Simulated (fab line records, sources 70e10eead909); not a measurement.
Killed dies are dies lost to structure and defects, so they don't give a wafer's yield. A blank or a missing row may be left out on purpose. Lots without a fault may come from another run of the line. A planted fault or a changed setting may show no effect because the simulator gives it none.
Chamber matching | flow nand_harc | NHARC_P_GATE_STRIP_101 on rie_diel-10: 4 sister chambers
The step strips in O2, time 20 s. 14 wafers are shown with their chamber, then 7 later ones without.

WAFERS WITH THEIR CHAMBER
wafer  | chamber | showerhead_plenum_p_Torr (Torr) | drypump_motor_current_A (A) | throttle_valve_pct (%)
L923.1 | 3       | 3.47                            | 5.2                         | 17.032
L923.2 | 0       | 3.51                            | 5.7                         | 17.026
L923.4 | 2       | 3.75                            | 6.1                         | 17.044
L924.1 | 2       | 3.74                            | 6.0                         | 17.034
L924.3 | 0       | 3.51                            | 5.7                         | 17.027
L924.6 | 1       | 3.31                            | 5.3                         | 17.045
L929.1 | 2       | 3.74                            | 6.0                         | 17.031
L929.4 | 2       | 3.74                            | 6.1                         | 17.039
L929.5 | 1       | 3.31                            | 5.3                         | 17.040
L931.1 | 1       | 3.30                            | 5.3                         | 17.054
L931.3 | 3       | 3.47                            | 5.3                         | 17.035
L931.6 | 3       | 3.47                            | 5.2                         | 17.015
L939.2 | 3       | 3.46                            | 5.2                         | 17.034
L939.4 | 2       | 3.73                            | 6.1                         | 17.049

SIGNATURES (means of the wafers above)
reading                  | chamber 0 | chamber 1 | chamber 2 | chamber 3 | scatter within a chamber
showerhead_plenum_p_Torr | 3.5100    | 3.3067    | 3.7400    | 3.4675    | 0.00585
drypump_motor_current_A  | 5.700     | 5.300     | 6.060     | 5.225     | 0.0442
throttle_valve_pct       | 17.02650  | 17.04633  | 17.03940  | 17.02900  | 0.00762
Rule: a wafer's distance from a chamber is the root of the sum, over the readings, of the square of ((its reading less the chamber's mean) divided by the reading's scatter). The wafer belongs to the nearest chamber; if the next one is less than 2 further off, it can't be placed. The scatter: the root of (the sum of the squares of (reading less its chamber's mean) over the shown wafers, divided by (wafers less chambers)).

WAFERS WITHOUT THEIR CHAMBER
wafer  | showerhead_plenum_p_Torr (Torr) | drypump_motor_current_A (A) | throttle_valve_pct (%)
L939.6 | 3.30                            | 5.3                         | 17.038
L941.2 | 3.49                            | 5.7                         | 17.034
L941.5 | 3.30                            | 5.3                         | 17.044
L941.6 | 3.73                            | 6.1                         | 17.057
L942.4 | 3.73                            | 6.1                         | 17.023
L942.5 | 3.49                            | 5.7                         | 17.026
L942.6 | 3.46                            | 5.2                         | 17.029

WHICH CHAMBER EACH WENT THROUGH
wafer  | from the rows above | in truth
L939.6 | 1                   | 1
L941.2 | 0                   | 0
L941.5 | 1                   | 1
L941.6 | 2                   | 2
L942.4 | 2                   | 2
L942.5 | 0                   | 0
L942.6 | 3                   | 3
Placed correctly: 7 of 7. Can't be placed from these rows: 0. Placed wrongly: 0.
